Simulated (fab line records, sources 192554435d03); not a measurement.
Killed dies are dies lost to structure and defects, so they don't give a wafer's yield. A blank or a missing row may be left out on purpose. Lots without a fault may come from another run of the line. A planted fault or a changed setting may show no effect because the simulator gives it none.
fab line records | flow n5_finfet
record lots=5 wafers=15 last_day=17
route steps=1938 shown BEOL_M4@1099 BEOL_M5@1112 BEOL_M10@1533 PASSIVATION@1936
lots that met no fault: from a run of the same line without faults
start_h: hours from the record's first day to the start of the lot's first wafer shown | wait_h: hours since the lot's step before | " the same as in the row above | L1.1+2: a row that stands for several wafers | - no value, or no start given | * or withheld: withheld | < > ~ a bound
route shown NAME@n: a module of which the file shows steps, and the number in the route of the first | usual: mean/standard deviation of fault-free wafers | same: alike in all rows | chamber/n: place in a boat | sites: the reading at each site | _std_site: their standard deviation | _edge_site: outer sites' mean less inner sites' | radius_mm: how far each site lies from the wafer's centre | mask NAME#n: copy n | behind: the tool/chamber that last shaped the wafer | hold: why the lot was held/for how many hours/how that ended | device: the transistor (n, p or np) that didn't switch | end of line: the same wafers' tests at the end of the route | a step without rows: its recipe alone | killed: dies lost to structure and defects at the first sort, not the wafer's yield | map: a wafer's dies, x killed, . not, _ none there
set.NAME: the setting as run; set.NAME@STEP: as run at that earlier step | model.NAME: the simulator's own value behind a step, which no gauge read
lots at some steps of the route; a table a step, a row a wafer
services: from which hour (start_h, from the record's first day; less than 0 if before it) a tool's chamber was out of use, for how many hours, and why
## steps
# step N5_BEOL_M4_ANNEAL_95
# recipe temp_c=400 time_s=240 ambient=vacuum
# step N5_BEOL_M4_SPUTTER_96
# recipe material=Cu target_thk_a=45 temp_c=-20 chamber_pressure_pa=0.07 power_w=withheld time_s=8.29
# step N5_BEOL_M4_ECD_50
# recipe material=Cu target_thk_a=3000
# step N5_BEOL_M4_ANNEAL_51
# recipe temp_c=225 time_s=90 ambient=N2
# step N5_BEOL_M4_CMP_52
# recipe stop_on=SiOC t_overpolish_s=6.8 down_force_psi=1 platen_rpm=50 clearing_platen_down_force_psi=1.5 clearing_platen_rpm=50 post_cmp_clean=cu_alkaline target_thk_nm=40 clearing_platen_pad_velocity_m_s=0.99484 pad_velocity_m_s=0.99484
# step N5_BEOL_M4_PRE_CLEAN_60
# recipe gas=NH3/H2 time_s=15 temp_c=* rf_power_w=300
# step N5_BEOL_M4_CO_CAP_55
# recipe material=Co target_thk_a=20 temp_c=200 precursor=CCTBA/H2 pressure_torr=30 time_s=102.1
# step N5_BEOL_M4_PRE_CLEAN_56
# recipe gas=NH3 time_s=15 temp_c=withheld rf_power_w=300
# step N5_BEOL_M4_DEP_57
# recipe material=SiCN target_thk_a=80 temp_c=withheld precursor=3MS/NH3 pressure_torr=3 rf_w=202 time_s=14
# step N5_BEOL_M4_RC_MEAS_101
# usual DIBL_N=36.0/1.7 DIBL_P=35.8/2 IOFF_N=0.15/0.03 IOFF_P=0.20/0.037 ION_N=670/12 ION_P=460/7.2 SS_N=71.5/0.68 SS_P=73.2/0.65 VT_N=250/3.1 VT_P=-251/3.4
# columns lot.wafer tool chamber start_h wait_h DIBL_N[mV/V] DIBL_P[mV/V] IOFF_N[nA/um] IOFF_P[nA/um] ION_N[uA/um] ION_P[uA/um] SS_N[mV/dec] SS_P[mV/dec] VT_N[mV] VT_P[mV]
L965.1 prober-02 0 177.42 0.0 37.9 37.1 0.17 0.22 682 463 72.1 73.1 250 -249
L965.2 " 0 " " 36.6 36.4 0.15 0.22 675 463 70.4 72.6 252 -248
L965.4 " 0 " " 32.9 31.0 0.09 0.14 638 444 71.2 71.2 258 -255
L968.1 prober-01 0 200.59 0.0 39.2 40.2 0.21 0.26 693 468 72.6 73.9 246 -247
L968.3 " 0 " " 37.4 37.1 0.16 0.20 647 448 71.6 73.2 251 -252
L968.5 " 0 " " 38.4 38.5 0.18 0.24 663 452 72.5 73.3 247 -246
L983.1 prober-01 0 297.97 0.0 35.7 36.3 0.14 0.18 681 469 70.6 73.5 251 -254
L983.2 " 0 " " 31.8 31.9 0.10 0.13 645 445 70.0 72.4 259 -258
L983.6 " 0 " " 35.0 35.2 0.14 0.17 655 452 71.1 73.4 252 -255
L984.1 prober-02 0 305.10 0.0 36.5 36.3 0.16 0.22 680 466 71.0 73.4 249 -250
L984.2 " 0 " " 39.0 38.8 0.23 0.27 699 471 71.5 74.2 242 -246
L984.4 " 0 " " 38.6 38.2 0.20 0.26 688 468 71.6 74.0 245 -246
L985.2 prober-02 0 317.27 0.2 36.1 36.7 0.16 0.20 684 453 71.5 73.2 248 -252
L985.4 " 0 " " 36.6 37.8 0.17 0.21 673 458 72.2 73.5 249 -253
L985.6 " 0 " " 36.3 37.6 0.16 0.21 674 459 70.7 73.5 248 -250
# step N5_BEOL_M5_ILD_DEP_00
# recipe material=SiCOH_lowk target_thk_a=1406.4 temp_c=300 precursor=DEMS/porogen pressure_torr=5 rf_w=500 time_s=25.9
# step N5_BEOL_M5_CURE_79
# recipe temp_c=385 time_s=240 ambient=He/Ar material=SiCOH_lowk
# step N5_BEOL_M5_PECVD_70
# recipe material=SiO2 target_thk_a=160 temp_c=400 precursor=TEOS/O2 pressure_torr=5.5 rf_w=450 teos_flow_sccm=53.8 gas=O2 flow_sccm=3000 time_s=18
# step N5_BEOL_M5_HM_DEP_02
# recipe material=TiN target_thk_a=200 temp_c=25 chamber_pressure_pa=0.49996
# step N5_BEOL_M5_COAT_59
# recipe resist=SOC temp_c=250 time_s=60 spin_rpm=1500 resist_thk_nm=60
# step N5_BEOL_M5_COAT_60
# recipe resist=SiARC temp_c=220 time_s=60 spin_rpm=1500 resist_thk_nm=12
# step N5_BEOL_M5_COAT_71
# recipe resist=underlayer temp_c=205 time_s=60 spin_rpm=1500 resist_thk_nm=5
# step N5_BEOL_M5_COAT_05
# recipe resist=CAR-EUV spin_rpm=1500 resist_thk_nm=30
# step N5_BEOL_M5_EBR_07
# recipe solvent=PGMEA ebr_width_mm=1.5
# step N5_BEOL_M5_SOFTBAKE_06
# recipe temp_c=110 time_s=60 resist=CAR-EUV
# step N5_BEOL_M5_EXPOSE_08
# recipe mask_id=M5 na=0.33 source_shape=annular sigma_inner=0.4 sigma_outer=0.8 polarization=unpolarized target_cd_nm=28 dose_mj=35.75
# step N5_BEOL_M5_PEB_09
# recipe peb_temp_c=100 peb_time_s=60 resist=CAR-EUV
# step N5_BEOL_M5_DEVELOP_10
# recipe develop_time_s=30 developer=TMAH resist=CAR-EUV rinse_liquid=surfactant_rinse dry=air_spin dev_temp_c=23
# step N5_BEOL_M5_DESCUM_16
# recipe chemistry=O2 time_s=7 source_power_w=50 bias_power_w=20 pressure_mtorr=20 rf_frequency_hz=2.712e+07 temp_c=40 resist=CAR-EUV o2_flow_sccm=225
# step N5_BEOL_M5_ETCH_72
# recipe chemistry=N2/H2 target=underlayer target_depth_a=65 mask_material=CAR-EUV time_s=5.2 ion_energy_ev=200 pressure_mtorr=30 source_w=840 bias_w=150 n2_flow_sccm=200 h2_flow_sccm=200 ends=cleared
# step N5_BEOL_M5_ETCH_61
# recipe chemistry=CF4 target=SiARC target_depth_a=156 mask_material=CAR-EUV time_s=26 ion_energy_ev=80 pressure_mtorr=40 source_w=545 bias_w=36 Ar_flow_sccm=100 cf4_flow_sccm=100 ends=cleared
# step N5_BEOL_M5_ETCH_62
# recipe chemistry=N2/H2 target=SOC target_depth_a=750 overetch_a=150 mask_material=SiARC temp_c=40 time_s=112.5 ion_energy_ev=200 pressure_mtorr=30 source_w=840 bias_w=150 n2_flow_sccm=200 h2_flow_sccm=200
# step N5_BEOL_M5_STRIP_63
# recipe chemistry=N2/H2 temp_c=40 n2_flow_sccm=200 h2_flow_sccm=200 rf_frequency_hz=6e+07
# step N5_BEOL_M5_STRIP_73
# recipe chemistry=N2/H2 temp_c=40 n2_flow_sccm=200 h2_flow_sccm=200 rf_frequency_hz=6e+07
# step N5_BEOL_M5_STRIP_64
# recipe chemistry=CF4 resist=SiARC power_w=300 bias_power_w=75 pressure_mtorr=50 cf4_flow_sccm=150 rf_frequency_hz=6e+07
# step N5_BEOL_M5_HM_OPEN_17
# recipe chemistry=Cl2/BCl3 target_depth_a=200 overetch_a=60 target=TiN mask_material=SOC ion_energy_ev=150 pressure_mtorr=10 icp_w=1000 bias_w=126 Cl2_flow_sccm=53.25 bcl3_flow_sccm=21.75 Ar_flow_sccm=25
# step N5_BEOL_M5_STRIP_19
# recipe chemistry=O2 power_w=400 temp_c=40 pressure_mtorr=30 rf_frequency_hz=6e+07 bias_power_w=0 overash_fraction=0.2 o2_flow_sccm=225
# step N5_BEOL_M5_COAT_65
# recipe resist=SOC temp_c=250 time_s=60 spin_rpm=1500 resist_thk_nm=60
# step N5_BEOL_M5_COAT_66
# recipe resist=SiARC temp_c=220 time_s=60 spin_rpm=1500 resist_thk_nm=12
# step N5_BEOL_M10_DEP_56
# recipe material=SiCN target_thk_a=150 temp_c=withheld precursor=3MS/NH3 pressure_torr=3 rf_w=202 time_s=26.5
# usual chamber_pressure_Torr=3.001/0.0075 rf_fwd_power_W=199.8/0.77 showerhead_plenum_p_Torr=3.668/0.0087 throttle_valve_pct=9.0/0.59
# columns lot.wafer tool chamber start_h wait_h chamber_pressure_Torr rf_fwd_power_W showerhead_plenum_p_Torr throttle_valve_pct
L965.1 pecvd-04 1 240.55 0.0 2.988 201.0 3.657 8.7
L965.2 " 0 " " 2.993 201.3 3.661 9.5
L965.4 " 1 " " 2.992 199.9 3.650 8.4
L968.1 pecvd-04 0 257.71 0.0 2.996 200.2 3.668 9.7
L968.3 " 2 " " 3.001 199.9 3.667 8.7
L968.5 " 1 " " 3.002 200.5 3.662 8.4
L983.1 pecvd-02 1 354.42 0.0 - - - -
L983.2 " 0 " " - - - -
L983.6 " 1 " " - - - -
L984.1 pecvd-03 0 365.39 0.0 - - - -
L984.2 " 2 " " - - - -
L984.4 " 0 " " - - - -
L985.2 pecvd-04 1 375.04 0.0 - - - -
L985.4 " 1 " " - - - -
L985.6 " 1 " " - - - -
# step N5_PASSIVATION_PROBE_49
# usual defect_limited_yield=91.4/1.5 killed_at_M0_to_M3=32/9.8 killed_at_M4_up=15/5.6 killed_at_contacts=12/5.4 killed_at_front_end=40/13 killed_at_other=3.0/2.1 killed_dies=102/17 killed_on_rim=14/4.4 killed_open=67/13 killed_short=32/7.1 sort_bin_5_function=5.1/0.96 sort_bin_6_memory=3.2/0.7 sort_bin_8_speed=0.0/0.3 sort_n_pass=1078/18 sort_yield_pct=91.3/1.5
# same gross_dies=1180 killed_at_back_side=0 sort_bin_4_leakage[%]=0
# columns lot.wafer tool chamber start_h wait_h defect_limited_yield[%] killed_at_M0_to_M3 killed_at_M4_up killed_at_contacts killed_at_front_end killed_at_other killed_dies killed_on_rim killed_open killed_short sort_bin_5_function[%] sort_bin_6_memory[%] sort_bin_8_speed[%] sort_n_pass sort_yield_pct[%]
L968.1 prober-02 - 310.33 0.0 89.3 63 12 11 40 0 126 23 86 40 5.8 4.5 0 1054 89.3
L968.3 prober-02 - 310.43 0.1 90.4 38 10 21 41 3 113 11 70 43 5.8 3.5 0 1067 90.4
L968.5 prober-02 - 310.53 0.2 89.9 34 22 17 44 2 119 20 82 37 6.4 3.2 0 1061 89.9
L983.1 prober-02 - 408.83 0.0 0 46 1088 14 29 3 1180 152 59 38 96.2 3.1 0 0 0
L983.2 prober-02 - 408.88 0.1 0 37 1077 6 52 8 1180 152 75 35 95.8 3.7 0 0 0
L983.6 prober-02 - 409.08 0.3 0 34 1097 6 37 6 1180 152 69 36 96.1 3.4 0 0 0
L984.1 prober-01 - 413.58 0.0 0 33 1093 16 35 3 1180 152 66 33 96.6 2.7 0 0 0
L984.2 prober-01 - 413.63 0.1 0 21 1123 6 27 3 1180 152 33 31 97.4 2.3 0 0 0
L984.4 prober-01 - 413.73 0.2 0 27 1087 19 44 3 1180 152 64 36 96.7 3.2 0 0 0
L985.2 prober-02 - 418.82 0.1 0 24 1085 7 58 6 1180 152 65 35 96.4 3.5 0 0 0
L985.4 prober-02 - 418.92 0.2 0 37 1076 8 55 4 1180 152 91 31 95.0 4.5 0 0 0
L985.6 prober-02 - 419.02 0.3 0 50 1077 11 40 2 1180 152 86 30 95.5 4.3 0 0 0
# killed by level:class
L968.1 STI_FIN_REVEAL:geometric_particle:open=23 BEOL_M3:geometric_particle:open=17 BEOL_M0_SAQP:geometric_particle:open=12 BEOL_M0_SAQP:geometric_particle:short=12 MOL_CONTACT_COAG:geometric_particle:open=8 FIN_SAQP:geometric_particle:short=7 BEOL_M4:geometric_particle:open=6 BEOL_M1:geometric_particle:open=6
L968.3 MOL_CONTACT_COAG:geometric_particle:open=14 STI_FIN_REVEAL:geometric_particle:open=12 FIN_SAQP:geometric_particle:short=8 BEOL_M1:geometric_particle:open=8 BEOL_M3:geometric_particle:open=7 MOL_CONTACT_COAG:geometric_particle:short=7 BEOL_M0_SAQP:geometric_particle:short=6 STARTING-WAFER:geometric_particle:short=5
L968.5 MOL_CONTACT_COAG:geometric_particle:open=14 FIN_SAQP:geometric_particle:open=12 BEOL_M1:geometric_particle:open=12 BEOL_M4:geometric_particle:short=12 STI_FIN_REVEAL:geometric_particle:open=10 FIN_SAQP:geometric_particle:short=9 BEOL_M3:geometric_particle:open=9 BEOL_M4:geometric_particle:open=5
L983.1 BEOL_M10:area_dep=1081 BEOL_M0_SAQP:geometric_particle:short=10 MOL_CONTACT_COAG:geometric_particle:open=9 BEOL_M3:geometric_particle:open=9 BEOL_M0_SAQP:geometric_particle:open=8 GATE_CUT:geometric_particle:open=5 MOL_CONTACT_COAG:geometric_particle:short=5 BEOL_M1:geometric_particle:open=5
L983.2 BEOL_M10:area_dep=1068 STI_FIN_REVEAL:geometric_particle:open=17 BEOL_M3:geometric_particle:open=10 FIN_SAQP:geometric_particle:open=7 BEOL_M0_SAQP:geometric_particle:open=7 BEOL_M0_SAQP:geometric_particle:short=7 ILD0:geometric_particle:open=6 STI_FIN_REVEAL:geometric_particle:short=5
L983.6 BEOL_M10:area_dep=1074 BEOL_M0_SAQP:geometric_particle:open=13 BEOL_M4:geometric_particle:open=12 BEOL_M0_SAQP:geometric_particle:short=8 STI_FIN_REVEAL:geometric_particle:open=7 GATE_CUT:geometric_particle:short=6 MOL_CONTACT_COAG:geometric_particle:open=6 ILD0:geometric_particle:short=4
L984.1 BEOL_M10:area_dep=1081 BEOL_M0_SAQP:geometric_particle:open=15 MOL_CONTACT_COAG:geometric_particle:open=13 BEOL_M0_SAQP:geometric_particle:short=12 BEOL_M4:geometric_particle:open=10 FIN_SAQP:geometric_particle:open=7 FIN_SAQP:geometric_particle:short=5 DUMMY_GATE:geometric_particle:open=5
L984.2 BEOL_M10:area_dep=1116 BEOL_M0_SAQP:geometric_particle:short=13 FIN_SAQP:geometric_particle:open=4 DUMMY_GATE:geometric_particle:open=4 DUMMY_GATE:geometric_particle:short=3 MOL_CONTACT_COAG:geometric_particle:short=3 MOL_CONTACT_COAG:geometric_particle:open=3 BEOL_M0_SAQP:geometric_particle:open=3
L984.4 BEOL_M10:area_dep=1079 MOL_CONTACT_COAG:geometric_particle:open=16 BEOL_M0_SAQP:geometric_particle:open=14 BEOL_M0_SAQP:geometric_particle:short=11 DUMMY_GATE:geometric_particle:open=9 STI_FIN_REVEAL:geometric_particle:open=8 FIN_SAQP:geometric_particle:open=6 BEOL_M4:geometric_particle:short=3
L985.2 BEOL_M10:area_dep=1077 STI_FIN_REVEAL:geometric_particle:open=19 GATE_CUT:geometric_particle:short=10 FIN_SAQP:geometric_particle:short=7 GATE_CUT:geometric_particle:open=7 BEOL_M0_SAQP:geometric_particle:open=6 BEOL_M1:geometric_particle:open=6 MOL_CONTACT_COAG:geometric_particle:open=5
L985.4 BEOL_M10:area_dep=1056 STI_FIN_REVEAL:geometric_particle:open=25 BEOL_M3:geometric_particle:open=12 FIN_SAQP:geometric_particle:open=8 MOL_CONTACT_COAG:geometric_particle:open=6 BEOL_M2:geometric_particle:open=6 BEOL_M4:geometric_particle:open=6 FIN_SAQP:geometric_particle:short=5
L985.6 BEOL_M10:area_dep=1061 STI_FIN_REVEAL:geometric_particle:open=18 BEOL_M0_SAQP:geometric_particle:short=14 BEOL_M4:geometric_particle:open=12 MOL_CONTACT_COAG:geometric_particle:open=11 BEOL_M0_SAQP:geometric_particle:open=10 BEOL_M2:geometric_particle:open=9 FIN_SAQP:geometric_particle:open=6
# map L983.1 (x killed, . not)
_________________xxxxxxxxxxxx________________
______________xxxxxxxxxxxxxxxxxx_____________
___________xxxxxxxxxxxxxxxxxxxxxxxx__________
__________xxxxxxxxxxxxxxxxxxxxxxxxxx_________
________xxxxxxxxxxxxxxxxxxxxxxxxxxxxxx_______
_______xxxxxxxxxxxxxxxxxxxxxxxxxxxxxxxx______
______xxxxxxxxxxxxxxxxxxxxxxxxxxxxxxxxxx_____
_____xxxxxxxxxxxxxxxxxxxxxxxxxxxxxxxxxxxx____
____xxxxxxxxxxxxxxxxxxxxxxxxxxxxxxxxxxxxxx___
___xxxxxxxxxxxxxxxxxxxxxxxxxxxxxxxxxxxxxxxx__
___xxxxxxxxxxxxxxxxxxxxxxxxxxxxxxxxxxxxxxxx__
__xxxxxxxxxxxxxxxxxxxxxxxxxxxxxxxxxxxxxxxxxx_
__xxxxxxxxxxxxxxxxxxxxxxxxxxxxxxxxxxxxxxxxxx_
_xxxxxxxxxxxxxxxxxxxxxxxxxxxxxxxxxxxxxxxxxxxx
_xxxxxxxxxxxxxxxxxxxxxxxxxxxxxxxxxxxxxxxxxxxx
_xxxxxxxxxxxxxxxxxxxxxxxxxxxxxxxxxxxxxxxxxxxx
_xxxxxxxxxxxxxxxxxxxxxxxxxxxxxxxxxxxxxxxxxxxx
_xxxxxxxxxxxxxxxxxxxxxxxxxxxxxxxxxxxxxxxxxxxx
_xxxxxxxxxxxxxxxxxxxxxxxxxxxxxxxxxxxxxxxxxxxx
_xxxxxxxxxxxxxxxxxxxxxxxxxxxxxxxxxxxxxxxxxxxx
_xxxxxxxxxxxxxxxxxxxxxxxxxxxxxxxxxxxxxxxxxxxx
__xxxxxxxxxxxxxxxxxxxxxxxxxxxxxxxxxxxxxxxxxx_
__xxxxxxxxxxxxxxxxxxxxxxxxxxxxxxxxxxxxxxxxxx_
___xxxxxxxxxxxxxxxxxxxxxxxxxxxxxxxxxxxxxxxx__
___xxxxxxxxxxxxxxxxxxxxxxxxxxxxxxxxxxxxxxxx__
____xxxxxxxxxxxxxxxxxxxxxxxxxxxxxxxxxxxxxx___
_____xxxxxxxxxxxxxxxxxxxxxxxxxxxxxxxxxxxx____
______xxxxxxxxxxxxxxxxxxxxxxxxxxxxxxxxxx_____
_______xxxxxxxxxxxxxxxxxxxxxxxxxxxxxxxx______
________xxxxxxxxxxxxxxxxxxxxxxxxxxxxxx_______
__________xxxxxxxxxxxxxxxxxxxxxxxxxx_________
___________xxxxxxxxxxxxxxxxxxxxxxxx__________
______________xxxxxxxxxxxxxxxxxx_____________
_________________xxxxxxxxxxxx________________
# map L984.1 (x killed, . not)
_________________xxxxxxxxxxxx________________
______________xxxxxxxxxxxxxxxxxx_____________
___________xxxxxxxxxxxxxxxxxxxxxxxx__________
__________xxxxxxxxxxxxxxxxxxxxxxxxxx_________
________xxxxxxxxxxxxxxxxxxxxxxxxxxxxxx_______
_______xxxxxxxxxxxxxxxxxxxxxxxxxxxxxxxx______
______xxxxxxxxxxxxxxxxxxxxxxxxxxxxxxxxxx_____
_____xxxxxxxxxxxxxxxxxxxxxxxxxxxxxxxxxxxx____
____xxxxxxxxxxxxxxxxxxxxxxxxxxxxxxxxxxxxxx___
___xxxxxxxxxxxxxxxxxxxxxxxxxxxxxxxxxxxxxxxx__
___xxxxxxxxxxxxxxxxxxxxxxxxxxxxxxxxxxxxxxxx__
__xxxxxxxxxxxxxxxxxxxxxxxxxxxxxxxxxxxxxxxxxx_
__xxxxxxxxxxxxxxxxxxxxxxxxxxxxxxxxxxxxxxxxxx_
_xxxxxxxxxxxxxxxxxxxxxxxxxxxxxxxxxxxxxxxxxxxx
_xxxxxxxxxxxxxxxxxxxxxxxxxxxxxxxxxxxxxxxxxxxx
_xxxxxxxxxxxxxxxxxxxxxxxxxxxxxxxxxxxxxxxxxxxx
_xxxxxxxxxxxxxxxxxxxxxxxxxxxxxxxxxxxxxxxxxxxx
_xxxxxxxxxxxxxxxxxxxxxxxxxxxxxxxxxxxxxxxxxxxx
_xxxxxxxxxxxxxxxxxxxxxxxxxxxxxxxxxxxxxxxxxxxx
_xxxxxxxxxxxxxxxxxxxxxxxxxxxxxxxxxxxxxxxxxxxx
_xxxxxxxxxxxxxxxxxxxxxxxxxxxxxxxxxxxxxxxxxxxx
__xxxxxxxxxxxxxxxxxxxxxxxxxxxxxxxxxxxxxxxxxx_
__xxxxxxxxxxxxxxxxxxxxxxxxxxxxxxxxxxxxxxxxxx_
___xxxxxxxxxxxxxxxxxxxxxxxxxxxxxxxxxxxxxxxx__
___xxxxxxxxxxxxxxxxxxxxxxxxxxxxxxxxxxxxxxxx__
____xxxxxxxxxxxxxxxxxxxxxxxxxxxxxxxxxxxxxx___
_____xxxxxxxxxxxxxxxxxxxxxxxxxxxxxxxxxxxx____
______xxxxxxxxxxxxxxxxxxxxxxxxxxxxxxxxxx_____
_______xxxxxxxxxxxxxxxxxxxxxxxxxxxxxxxx______
________xxxxxxxxxxxxxxxxxxxxxxxxxxxxxx_______
__________xxxxxxxxxxxxxxxxxxxxxxxxxx_________
___________xxxxxxxxxxxxxxxxxxxxxxxx__________
______________xxxxxxxxxxxxxxxxxx_____________
_________________xxxxxxxxxxxx________________
## services
# columns tool chamber start_h hours kind
pecvd-02 - 219.26 2.8 pm
pecvd-02 2 232.76 12.9 repair
pecvd-03 2 233.23 2.1 scheduled_down
pecvd-02 0 236.34 2.1 scheduled_down
pecvd-03 1 349.09 5.5 scheduled_down
## key
first_sign step=N5_BEOL_M10_DEP_56 reading=tool_record direction=missing
effect step=N5_PASSIVATION_PROBE_49 reading=killed_at_M4_up direction=up sigmas=99+ usual=15 struck=1089
more_kills_born_at N5_BEOL_M10_DEP_56@pecvd-03=3276 N5_BEOL_M10_DEP_56@pecvd-02=3223 N5_BEOL_M10_DEP_56@pecvd-04=3194
met_at N5_BEOL_M10_DEP_56
struck_wafers L983.1,L983.2,L983.6,L984.1,L984.2,L984.4,L985.2,L985.4,L985.6
later_rows_left_out L983.1,L983.2,L983.6,L984.1,L984.2,L984.4,L985.2,L985.4,L985.6
onset_between 257.71 354.42
fault kind=skipped_step_whole tool=pecvd-02,pecvd-03,pecvd-04 chamber=- onset_h=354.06 steps=N5_BEOL_M10_DEP_56 scope=struck_lots_only
# later_rows_left_out: the simulator's readings of these wafers behind a module that went badly wrong aren't trusted and aren't shown, but for the sort
